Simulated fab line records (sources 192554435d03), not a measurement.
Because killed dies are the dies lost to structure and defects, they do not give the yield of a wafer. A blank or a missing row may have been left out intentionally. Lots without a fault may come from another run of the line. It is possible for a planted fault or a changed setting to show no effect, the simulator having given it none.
Comparing a struck lot with a sound one || flow n5 finfet || 14 steps out of a route of 1938
Sound: these wafers, L424.3, L424.5, L424.6. The struck wafers were L430.1, L430.2, L430.3. At the end, the cause is stated.
Each step with rows lists, per side, the tool, then ch with its chambers, then its first start. Under that, the readings that differ: sound wafers || struck wafers || difference of the means || sigmas: that difference in standard deviations of wafers without a fault.
alike: same words and numbers on both sides, and readings whose means sit less than 2 such deviations apart. not compared: any withheld reading, any reading some wafer has no value for, any bound like >300 that may hide the same value, and any number with overlapping values for which the record gives no deviation.
A row with sigmas, a row that says differs or no value, or rows on one side alone: a step with any of these is where the two part. Numbers that don't overlap but have no deviation are shown without sigmas and don't part them. Lack of a reading on every wafer of one side parts them only where that side has two or more wafers.

first, 6 steps without rows for these wafers: N5_BEOL_M14_EBR_06; N5_BEOL_M14_SOFTBAKE_05 (time 60 s); N5_BEOL_M14_EXPOSE_07 (exposes mask V13); N5_BEOL_M14_PEB_08 (peb time 90 s); N5_BEOL_M14_DEVELOP_09 (develop time 45 s); N5_BEOL_M14_HARDBAKE_14 (time 120 s).
N5_BEOL_M14_CD_MEAS_10: the cd target is 250 nm.
  sound on cd sem-03 ch 0, day 12 11:56; struck on cd sem-01 ch 0, day 14 08:02
  alike: cd nm
N5_BEOL_M14_OVL_MEAS_11:
  sound on overlay-02 ch 0, day 12 11:58; struck on overlay-01 ch 0, day 14 08:04
{"reading": "V13_OVL (nm)", "sound": "1 10 1", "struck": "-5 -7 -5", "difference": -10, "sigmas": -2}
N5_BEOL_M14_INSPECT_12: inspects for defects (macro).
  sound: defect inspect-02 at day 12 11:59; struck: defect inspect-01 at day 14 08:06
  alike: raw defect count
N5_BEOL_M14_DESCUM_15: chemistry O2, time 7.9 s.
  sound on rie diel-02 ch 0,1,2, day 12 12:01; struck on rie diel-01 ch 0,2,3, day 14 08:08
  alike: drypump motor current A, oes product au, rf vpp V, showerhead plenum p Torr, throttle valve pct
  not compared: rf hours counter h
N5_BEOL_M14_ETCH_59: etches BARC in N2/H2, target depth 89 nm, overetch 26.7 nm, time 67.9 s.
  sound on rie diel-02 ch 0,1,2, day 12 12:03; struck on rie diel-01 ch 0,2,3, day 14 08:10
  alike: drypump motor current A, oes product au, rf vpp V, showerhead plenum p Torr, throttle valve pct
  not compared: rf hours counter h
N5_BEOL_M14_VIA_ETCH_16: etches SiO2 in C4F8/O2/Ar, target depth 1231.3 nm.
  sound on rie diel-02 ch 0,1,2, day 12 12:06; struck on rie diel-01 ch 0,2,3, day 14 08:13
  alike: O2_flow_sccm, drypump motor current A, oes_f_703_au, oes product au, rf vpp V, showerhead plenum p Torr, throttle valve pct
N5_BEOL_M14_STRIP_63: strips in O2.
  sound on rie diel-02 ch 0,1,2, day 12 12:00; struck on rie diel-01 ch 0,2,3, day 14 08:00
  no value came back on the struck wafers for any of 7 readings (bias power w (W), chamber pressure mTorr (mTorr) and others); on the sound wafers bias power w (W) reads 0 0 0
{"reading": "model.coat_of_BEOL_M14_COAT_04.thk nm (nm)", "sound": "0 0 0", "struck": "437.6 452 450.8", "difference": "+446.8", "sigmas": ""}
  not compared: rf hours counter h
N5_BEOL_M14_STRIP_64: strips in O2.
  sound on rie diel-02 ch 0,1,2; struck on rie diel-01 ch 0,2,3
  alike: chamber pressure mTorr, drypump motor current A, oes product au, rf vpp V, showerhead plenum p Torr, throttle valve pct
  not compared: rf hours counter h

== WHERE THEY PART ==
Last at N5_BEOL_M14_STRIP_63 as far as this record goes, first at N5_BEOL_M14_OVL_MEAS_11. Later steps at which nothing parts them and some readings are alike: N5_BEOL_M14_STRIP_64.

WHY: the cause the simulator had injected
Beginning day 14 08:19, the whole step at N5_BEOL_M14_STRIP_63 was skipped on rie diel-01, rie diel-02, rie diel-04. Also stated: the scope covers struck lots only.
